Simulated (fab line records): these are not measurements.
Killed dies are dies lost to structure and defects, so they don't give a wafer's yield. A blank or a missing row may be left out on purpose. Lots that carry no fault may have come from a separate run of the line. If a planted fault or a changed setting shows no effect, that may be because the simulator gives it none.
fab line records ; flow nand-harc
record lots=12; wafers=36; last-day=25
route steps=1159 shown P_START@1 P_ZERO_WELL@16 P_STI@85 END@1159
lots with no fault: from the same line, run without faults
start-h: hours from the record's first day to the start of the lot's first wafer shown ; wait-h: how many hours have passed since the lot's step before this one ; " unchanged from the row above ; L1.1+2: one row covering several wafers at once ; - no value present, or no start provided ; * or withheld: withheld ; < > ~ a bound
route shown NAME@n: names a module that has steps shown in the file, with the first one's number in the route ; usual: mean/standard deviation taken from wafers without a fault ; same: alike in all rows ; chamber/n: place in a boat ; sites: each site's reading ; _std_site: the values' standard deviation ; _edge_site: the outer-site mean with the inner-site mean subtracted ; radius-mm: how far each site lies from the wafer's centre ; mask NAME#n: copy n ; behind: the tool/chamber that last shaped the wafer ; hold: why the lot was held/for how many hours/how that ended ; device: whichever transistor did not switch (one of n, p or np) ; end of line: the tests these same wafers got at the end of their route ; a step without rows: its recipe alone ; killed: dies lost to structure and defects at the first sort, not the wafer's yield ; map: a wafer's dies, marking killed ones x, the rest . and places with no die _
set.NAME: the setting the step ran with; set.NAME@STEP: the setting that earlier step ran with ; model.NAME: the simulator's own value behind a step, which no gauge read
route steps across a sampled set of lots; one table per step, one row per wafer
services: from which hour (start-h, from the record's first day; less than 0 if before it) a tool's chamber was out of use, for how many hours, and why
## steps
# step NHARC_P_START_INSPECT_01
# usual raw-defect-count=3.5/1.9
lot.wafer;tool;chamber;start-h;wait-h;raw-defect-count
L781.4;defect-inspect-01;-;18.04;-;2
L781.5;defect-inspect-01;-;18.04;-;3
L781.6;defect-inspect-01;-;18.04;-;2
L782.1;defect-inspect-01;-;24.04;-;4
L782.2;defect-inspect-01;-;24.04;-;3
L782.5;defect-inspect-01;-;24.04;-;1
L785.1;defect-inspect-02;-;42.04;-;2
L785.3;defect-inspect-02;-;42.04;-;1
L785.4;defect-inspect-02;-;42.04;-;6
L786.3;defect-inspect-02;-;48.04;-;2
L786.5;defect-inspect-02;-;48.04;-;4
L786.6;defect-inspect-02;-;48.04;-;5
L787.2;defect-inspect-01;-;54.04;-;2
L787.4;defect-inspect-01;-;54.04;-;5
L787.5;defect-inspect-01;-;54.04;-;3
L788.1;defect-inspect-01;-;60.04;-;3
L788.2;defect-inspect-01;-;60.04;-;5
L788.3;defect-inspect-01;-;60.04;-;1
L790.2;defect-inspect-02;-;72.04;-;2
L790.4;defect-inspect-02;-;72.04;-;4
L790.6;defect-inspect-02;-;72.04;-;1
L791.1;defect-inspect-01;-;78.03;-;3
L791.2;defect-inspect-01;-;78.03;-;1
L791.4;defect-inspect-01;-;78.03;-;9
L794.4;defect-inspect-01;-;96.04;-;5
L794.5;defect-inspect-01;-;96.04;-;3
L794.6;defect-inspect-01;-;96.04;-;6
L795.1;defect-inspect-01;-;102.03;-;7
L795.2;defect-inspect-01;-;102.03;-;5
L795.5;defect-inspect-01;-;102.03;-;2
L802.1;defect-inspect-01;-;144.04;-;1
L802.2;defect-inspect-01;-;144.04;-;8
L802.4;defect-inspect-01;-;144.04;-;3
L803.1;defect-inspect-02;-;150.04;-;2
L803.2;defect-inspect-02;-;150.04;-;2
L803.4;defect-inspect-02;-;150.04;-;4
# step NHARC_P_ZERO_WELL_DESCUM_13
# recipe time-s=3; o2-flow-sccm=200; ar-flow-sccm=0; bias-power-w=0; chemistry=O2
# usual drypump-motor-current-A=5.8/0.48; oes-product-au=1.003/0.0086; rf-vpp-V=57.8/0.9; showerhead-plenum-p-Torr=1.93/0.11; throttle-valve-pct=11.311/0.0097
lot.wafer;tool;chamber;start-h;wait-h;drypump-motor-current-A;oes-product-au;rf-hours-counter-h;rf-vpp-V;showerhead-plenum-p-Torr;throttle-valve-pct
L781.6;rie-diel-12;1;19.52;-;6.2;0.996;-;57.8;2.05;11.295
L781.5;rie-diel-12;2;19.52;-;5.8;0.995;-;58.3;2.07;11.312
L781.4;rie-diel-12;0;19.52;-;6.5;1.001;-;57.4;2.07;11.304
L782.1;rie-diel-08;3;25.31;-;5.7;0.987;3.3;57.8;1.92;11.315
L782.2;rie-diel-08;0;25.31;-;6.3;1.015;3.9;57.2;1.90;11.306
L782.5;rie-diel-08;1;25.31;-;5.9;1.004;-;57.6;1.79;11.310
L785.4;rie-diel-08;2;43.28;-;5.3;1.008;5.9;57.0;1.85;11.331
L785.3;rie-diel-08;3;43.28;-;5.6;0.994;5.2;57.6;1.92;11.315
L785.1;rie-diel-08;1;43.28;-;6.0;1.004;6.4;57.3;1.79;11.311
L786.3;rie-diel-12;3;49.41;-;5.0;0.989;0.5;58.0;1.83;11.327
L786.5;rie-diel-12;2;49.41;-;5.8;1.001;-;59.2;2.07;11.310
L786.6;rie-diel-12;1;49.41;-;6.3;1.010;-;57.8;2.05;11.304
L787.4;rie-diel-08;3;55.43;-;5.6;0.997;5.5;58.5;1.92;11.318
L787.2;rie-diel-08;0;55.43;-;6.3;1.003;6.2;57.9;1.90;11.312
L787.5;rie-diel-08;2;55.43;-;5.3;1.003;-;58.4;1.85;11.311
L788.2;rie-diel-12;3;61.27;-;5.0;1.002;0.9;57.2;1.83;11.326
L788.1;rie-diel-12;1;61.27;-;6.2;1.012;1.0;58.0;2.05;11.317
L788.3;rie-diel-12;2;61.27;-;5.8;1.008;0.9;58.5;2.07;11.303
L790.2;rie-diel-01;3;73.41;-;5.8;0.998;7.0;59.3;1.87;11.294
L790.4;rie-diel-01;1;73.41;-;4.8;1.014;7.4;58.6;2.04;11.315
L790.6;rie-diel-01;2;73.41;-;6.0;1.018;-;57.0;1.83;11.325
L791.1;rie-diel-01;3;79.36;-;5.8;0.999;7.3;58.1;1.87;11.316
L791.4;rie-diel-01;0;79.36;-;6.1;0.989;8.2;58.5;1.80;11.319
L791.2;rie-diel-01;1;79.36;-;4.8;1.012;7.6;58.8;2.04;11.319
L794.4;rie-diel-01;2;97.41;-;6.0;1.024;9.8;57.4;1.83;11.297
L794.6;rie-diel-01;0;97.41;-;6.0;0.996;-;58.9;1.80;11.319
L794.5;rie-diel-01;1;97.41;-;4.8;1.011;-;58.6;2.04;11.316
L795.1;rie-diel-12;2;103.27;-;5.8;0.988;4.5;57.6;2.07;11.323
L795.2;rie-diel-12;3;103.27;-;5.0;0.992;4.5;57.3;1.83;11.291
L795.5;rie-diel-12;2;103.27;-;5.8;0.997;-;58.6;2.07;11.288
L802.2;rie-diel-12;2;145.40;-;5.8;1.004;7.0;59.4;2.07;11.312
L802.1;rie-diel-12;0;145.40;-;6.5;1.003;7.3;59.1;2.06;11.312
L802.4;rie-diel-12;1;145.40;-;6.2;1.011;8.2;58.7;2.05;11.300
L803.1;rie-diel-12;0;151.39;-;6.5;1.009;8.0;55.5;2.06;11.328
L803.2;rie-diel-12;1;151.39;-;6.2;1.015;8.8;57.3;2.05;11.315
L803.4;rie-diel-12;2;151.39;-;5.8;0.999;7.6;57.4;2.07;11.308
# step NHARC_P_ZERO_WELL_STRIP_15
# recipe time-s=900; temp-c=130; chemistry=SPM
lot.wafer;tool;chamber;start-h;wait-h
L781.4+5+6;wet-bench-04;7,1,4;19.93;-
L782.2+5+1;wet-bench-03;2,3,5;25.70;-
L785.3+1+4;wet-bench-03;4,5,6;43.70;-
L786.6+5+3;wet-bench-04;2,3,5;49.85;-
L787.4+5+2;wet-bench-04;6,7,2;55.82;-
L788.2+1+3;wet-bench-03;7,0,3;61.73;-
L790.6+2+4;wet-bench-04;0,1,3;73.84;-
L791.2+1+4;wet-bench-03;3,4,5;79.77;-
L794.5+6+4;wet-bench-04;6,1,2;97.80;-
L795.1+2+5;wet-bench-04;1,2,4;103.70;-
L802.2+1+4;wet-bench-03;5,7,2;145.81;-
L803.1+4+2;wet-bench-09;7,1,2;151.82;-
# step NHARC_P_ZERO_WELL_CD_MEAS_52
# recipe target-cd-nm=2000; landing-energy-ev=500
# usual cd-nm=1999.8/1.9
lot.wafer;tool;chamber;start-h;wait-h;cd-nm
L781.4;cd-sem-01;0;23.95;-;1999.4
L781.5;cd-sem-01;0;23.95;-;2000.1
L781.6;cd-sem-01;0;23.95;-;1999.9
L782.1;cd-sem-01;0;29.66;-;2002.2
L782.2;cd-sem-01;0;29.66;-;1997.3
L782.5;cd-sem-01;0;29.66;-;2002.6
L785.1;cd-sem-03;0;50.67;-;1999.0
L785.3;cd-sem-03;0;50.67;-;1999.9
L785.4;cd-sem-03;0;50.67;-;2001.8
L786.3;cd-sem-03;0;53.81;-;2001.8
L786.5;cd-sem-03;0;53.81;-;1999.0
L786.6;cd-sem-03;0;53.81;-;2000.0
L787.2;cd-sem-01;0;59.55;-;1999.9
L787.4;cd-sem-01;0;59.55;-;2000.7
L787.5;cd-sem-01;0;59.55;-;2001.4
L788.1;cd-sem-02;0;65.82;-;1999.9
L788.2;cd-sem-02;0;65.82;-;2002.7
L788.3;cd-sem-02;0;65.82;-;2004.2
L790.2;cd-sem-03;0;77.79;-;1997.8
L790.4;cd-sem-03;0;77.79;-;2000.1
L790.6;cd-sem-03;0;77.79;-;1998.1
L791.1;cd-sem-03;0;83.71;-;2002.1
L791.2;cd-sem-03;0;83.71;-;2000.8
L791.4;cd-sem-03;0;83.71;-;2001.7
L794.4;cd-sem-02;0;101.63;-;1999.6
L794.5;cd-sem-02;0;101.63;-;1996.8
L794.6;cd-sem-02;0;101.63;-;1995.2
L795.1;cd-sem-02;0;107.79;-;1999.7
L795.2;cd-sem-02;0;107.79;-;2001.7
L795.5;cd-sem-02;0;107.79;-;2003.8
L802.1;cd-sem-03;0;149.80;-;2002.1
L802.2;cd-sem-03;0;149.80;-;2002.2
L802.4;cd-sem-03;0;149.80;-;1998.4
L803.1;cd-sem-02;0;155.88;-;1996.3
L803.2;cd-sem-02;0;155.88;-;1999.3
L803.4;cd-sem-02;0;155.88;-;1998.7
# step NHARC_P_ZERO_WELL_INSPECT_43
# usual raw-defect-count=14/6.1
lot.wafer;tool;chamber;start-h;wait-h;raw-defect-count
L781.4;defect-inspect-02;-;25.80;0.2;19
L781.5;defect-inspect-02;-;25.80;0.2;21
L781.6;defect-inspect-02;-;25.80;0.2;20
L782.1;defect-inspect-02;-;31.52;0.6;11
L782.2;defect-inspect-02;-;31.52;0.6;18
L782.5;defect-inspect-02;-;31.52;0.6;22
L785.1;defect-inspect-02;-;52.62;0.6;10
L785.3;defect-inspect-02;-;52.62;0.6;14
L785.4;defect-inspect-02;-;52.62;0.6;21
L786.3;defect-inspect-02;-;55.73;0.4;7
L786.5;defect-inspect-02;-;55.73;0.4;15
L786.6;defect-inspect-02;-;55.73;0.4;13
L787.2;defect-inspect-01;-;61.38;0.5;14
L787.4;defect-inspect-01;-;61.38;0.5;10
L787.5;defect-inspect-01;-;61.38;0.5;10
L788.1;defect-inspect-02;-;67.64;0.6;14
L788.2;defect-inspect-02;-;67.64;0.6;12
L788.3;defect-inspect-02;-;67.64;0.6;8
L790.2;defect-inspect-01;-;79.60;0.5;37
L790.4;defect-inspect-01;-;79.60;0.5;15
L790.6;defect-inspect-01;-;79.60;0.5;17
L791.1;defect-inspect-02;-;85.65;0.6;14
L791.2;defect-inspect-02;-;85.65;0.6;6
L791.4;defect-inspect-02;-;85.65;0.6;13
L794.4;defect-inspect-02;-;103.52;0.2;13
L794.5;defect-inspect-02;-;103.52;0.2;7
L794.6;defect-inspect-02;-;103.52;0.2;25
L795.1;defect-inspect-01;-;109.63;0.6;13
L795.2;defect-inspect-01;-;109.63;0.6;798
L795.5;defect-inspect-01;-;109.63;0.6;12
L802.1;defect-inspect-01;-;151.76;0.6;6
L802.2;defect-inspect-01;-;151.76;0.6;10
L802.4;defect-inspect-01;-;151.76;0.6;4
L803.1;defect-inspect-02;-;157.71;0.6;13
L803.2;defect-inspect-02;-;157.71;0.6;6
L803.4;defect-inspect-02;-;157.71;0.6;8
# step NHARC_P_STI_INSPECT_11
# usual raw-defect-count=5.8/2.7
lot.wafer;tool;chamber;start-h;wait-h;raw-defect-count
L781.4;defect-inspect-02;-;41.30;0.0;10
L781.5;defect-inspect-02;-;41.30;0.0;7
L781.6;defect-inspect-02;-;41.30;0.0;0
L782.1;defect-inspect-01;-;48.01;0.1;2
L782.2;defect-inspect-01;-;48.01;0.1;5
L782.5;defect-inspect-01;-;48.01;0.1;11
L785.1;defect-inspect-01;-;71.04;0.0;7
L785.3;defect-inspect-01;-;71.04;0.0;9
L785.4;defect-inspect-01;-;71.04;0.0;12
L786.3;defect-inspect-02;-;71.20;0.0;7
L786.5;defect-inspect-02;-;71.20;0.0;10
L786.6;defect-inspect-02;-;71.20;0.0;8
L787.2;defect-inspect-02;-;77.67;0.0;6
L787.4;defect-inspect-02;-;77.67;0.0;14
L787.5;defect-inspect-02;-;77.67;0.0;3
L788.1;defect-inspect-02;-;84.32;0.0;6
L788.2;defect-inspect-02;-;84.32;0.0;5
L788.3;defect-inspect-02;-;84.32;0.0;4
L790.2;defect-inspect-02;-;95.04;0.0;8
L790.4;defect-inspect-02;-;95.04;0.0;4
L790.6;defect-inspect-02;-;95.04;0.0;5
L791.1;defect-inspect-01;-;102.34;0.0;7
L791.2;defect-inspect-01;-;102.34;0.0;4
L791.4;defect-inspect-01;-;102.34;0.0;6
L794.4;defect-inspect-02;-;118.84;0.0;5
L794.5;defect-inspect-02;-;118.84;0.0;8
L794.6;defect-inspect-02;-;118.84;0.0;2
L795.1;defect-inspect-01;-;124.98;0.0;3
L795.2;defect-inspect-01;-;124.98;0.0;787
L795.5;defect-inspect-01;-;124.98;0.0;2
L802.1;defect-inspect-01;-;167.21;0.0;6
L802.2;defect-inspect-01;-;167.21;0.0;7
L802.4;defect-inspect-01;-;167.21;0.0;3
L803.1;defect-inspect-02;-;173.18;0.0;6
L803.2;defect-inspect-02;-;173.18;0.0;8
L803.4;defect-inspect-02;-;173.18;0.0;3
# step NHARC_END_SORT_01
# recipe temp-c=25
# usual killed-at-array=28/11; killed-at-other=0.5/0.85; killed-at-periphery=2.7/1.9; killed-dies=32/12; killed-open=3.3/1.6; killed-short=2.1/1.5
# same gross-dies=677
lot.wafer;tool;chamber;start-h;wait-h;killed-at-array;killed-at-other;killed-at-periphery;killed-dies;killed-open;killed-short
L795.1;prober-01;0;556.25;2.5;16;3;2;21;2;3
L795.2;prober-01;0;557.05;2.8;10;0;97;107;2;1
L795.5;prober-01;0;559.44;3.7;18;0;3;21;5;3
# killed by level:class
L795.1 A_CHANNEL_HOLE_D1:chamber-film-flake=8 A_STAIRCASE:chamber-film-flake=3 A_CONTACT:chamber-film-flake=3 P_CONTACT:geometric-particle:open=1 A_ONON_D1:geometric-particle:short=1 A_WL_FILL:geometric-particle:short=1 STARTING-WAFER:geometric-particle:short=1 P_BONDPAD:chamber-film-flake=1
L795.2 P_ZERO_WELL:unspecified=96 A_STAIRCASE:chamber-film-flake=3 A_CHANNEL_HOLE_D1:chamber-film-flake=2 A_CONTACT:chamber-film-flake=2 P_CONTACT:geometric-particle:open=1 A_SGD_CUT:geometric-particle:short=1 A_CONTACT:geometric-particle:open=1 A_CHANNEL_FILL_D1:chamber-film-flake=1
L795.5 A_CHANNEL_HOLE_D1:chamber-film-flake=5 A_CONTACT:chamber-film-flake=5 A_CHANNEL_FILL_D1:geometric-particle:open=2 P_M0:geometric-particle:open=1 P_M2:geometric-particle:short=1 A_ONON_D1:geometric-particle:open=1 A_CHANNEL_FILL_D1:chamber-film-flake=1 A_SGD_CUT:geometric-particle:short=1
## services
tool;chamber;start-h;hours;kind
rie-diel-01;3;-1.05;9.5;repair
rie-diel-01;-;1.39;0.8;repair
rie-diel-12;0;4.45;-;clean
rie-diel-12;1;4.45;-;clean
rie-diel-12;2;4.45;-;clean
rie-diel-12;3;4.45;-;clean
rie-diel-01;0;12.86;8.0;repair
rie-diel-12;3;16.80;9.8;repair
rie-diel-12;-;21.95;0.1;repair
rie-diel-12;-;25.40;9.0;pm
rie-diel-12;0;25.40;9.0;vent-cycle
rie-diel-12;1;25.40;9.0;vent-cycle
rie-diel-12;2;25.40;9.0;vent-cycle
rie-diel-12;0;34.40;-;clean
rie-diel-12;1;34.40;-;clean
rie-diel-12;2;34.40;-;clean
rie-diel-12;1;42.84;1.2;repair
rie-diel-12;0;48.98;15.5;repair
rie-diel-01;-;54.85;0.8;repair
wet-bench-09;-;112.80;8.0;pm
rie-diel-08;-;124.80;9.0;pm
rie-diel-12;-;131.49;1.0;repair
rie-diel-01;-;137.85;9.0;pm
wet-bench-03;-;146.40;8.0;pm
## key
first-sign step=NHARC_P_ZERO_WELL_INSPECT_43; reading=raw-defect-count; direction=up; sigmas=99+; usual=14; struck=798
effect step=NHARC_P_STI_INSPECT_11; reading=raw-defect-count; direction=up; sigmas=99+; usual=5.8; struck=787
effect step=NHARC_END_SORT_01; reading=killed-at-periphery; direction=up; sigmas=50; usual=2.7; struck=97
more-kills-born-at NHARC_P_ZERO_WELL_STRIP_15@wet-bench-04=96
met-at NHARC_P_ZERO_WELL_STRIP_15
struck-lots L795
struck-wafers L795.2
tester-left-out L795
not-acting-at NHARC_P_START_INSPECT_01,NHARC_P_ZERO_WELL_DESCUM_13,NHARC_P_ZERO_WELL_CD_MEAS_52
onset-between 97.80 103.70
fault kind=chamber-particle-source; tool=wet-bench-04; chamber=2; onset-h=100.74; steps=NHARC_P_ZERO_WELL_STRIP_15; rate-per-visit-cm2=1.1655; end-h=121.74
# tester-left-out: of these lots the tester's yield and bins aren't shown, on N5 and GAA mostly nor the transistor test; their killed dies are dies lost to structure and defects alone, not to doping, threshold or leakage, so they don't give the yield
